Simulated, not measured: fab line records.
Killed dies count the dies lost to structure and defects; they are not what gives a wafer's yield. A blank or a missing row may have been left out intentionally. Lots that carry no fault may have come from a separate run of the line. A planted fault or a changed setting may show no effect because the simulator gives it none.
Matching of chambers + flow nand-harc + 4 sister chambers for NHARC_A_BONDPAD_CMP_29 on cmp-03
The step polishes SiCN, target thk 200 nm. 20 wafers are shown with their chamber, then 10 later ones without.

== WAFERS PAIRED WITH THEIR CHAMBERS ==
| wafer  | chamber | motor-current-A (A) |
|--------|---------|---------------------|
| L074.1 | 0       | 10.3                |
| L074.2 | 2       | 11.4                |
| L074.5 | 0       | 10.3                |
| L078.2 | 2       | 11.2                |
| L078.3 | 3       | 9.8                 |
| L078.5 | 2       | 11.3                |
| L079.2 | 3       | 9.3                 |
| L079.3 | 1       | 11.2                |
| L079.6 | 0       | 10.4                |
| L083.1 | 1       | 12.0                |
| L083.3 | 0       | 10.2                |
| L083.5 | 0       | 10.7                |
| L088.2 | 2       | 11.6                |
| L088.3 | 0       | 10.6                |
| L088.6 | 0       | 10.5                |
| L091.1 | 3       | 9.5                 |
| L091.4 | 2       | 11.5                |
| L091.6 | 2       | 11.4                |
| L092.1 | 0       | 10.4                |
| L092.3 | 3       | 9.8                 |

SIGNATURES, as means of the wafers listed above
| reading         | chamber 0 | chamber 1 | chamber 2 | chamber 3 | scatter within a chamber |
|-----------------|-----------|-----------|-----------|-----------|--------------------------|
| motor-current-A | 10.425    | 11.600    | 11.400    | 9.600     | 0.223                    |
Rule: a wafer lies at a distance from a chamber equal to the root of the sum of squares, over the readings, of (its reading less the chamber's mean, divided by the reading's scatter). If the next closest chamber is less than 2 further off than the closest, the wafer can't be placed; otherwise it belongs to the closest. The scatter: take each reading less its chamber's mean, square it, sum over the shown wafers, divide by the number of wafers less the number of chambers, and take the root.

== WAFERS WHOSE CHAMBER IS MISSING ==
| wafer  | motor-current-A (A) |
|--------|---------------------|
| L092.4 | 11.8                |
| L094.1 | 11.3                |
| L094.4 | 11.6                |
| L094.6 | 11.5                |
| L096.2 | 9.7                 |
| L096.4 | 11.6                |
| L096.5 | 10.2                |
| L097.2 | 10.6                |
| L097.4 | 9.5                 |
| L097.6 | 11.4                |

== EACH ONE'S CHAMBER ==
| wafer  | from the rows above     | in truth |
|--------|-------------------------|----------|
| L092.4 | can't be placed: 1 or 2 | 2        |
| L094.1 | can't be placed: 2 or 1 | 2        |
| L094.4 | can't be placed: 1 or 2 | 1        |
| L094.6 | can't be placed: 1 or 2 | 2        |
| L096.2 | 3                       | 3        |
| L096.4 | can't be placed: 1 or 2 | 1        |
| L096.5 | can't be placed: 0 or 3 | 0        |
| L097.2 | 0                       | 0        |
| L097.4 | 3                       | 3        |
| L097.6 | can't be placed: 2 or 1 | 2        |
Correct placement for 3 of the 10. These rows do not allow placing 7 (true chamber among the candidates in 7). Wrongly placed: 0.
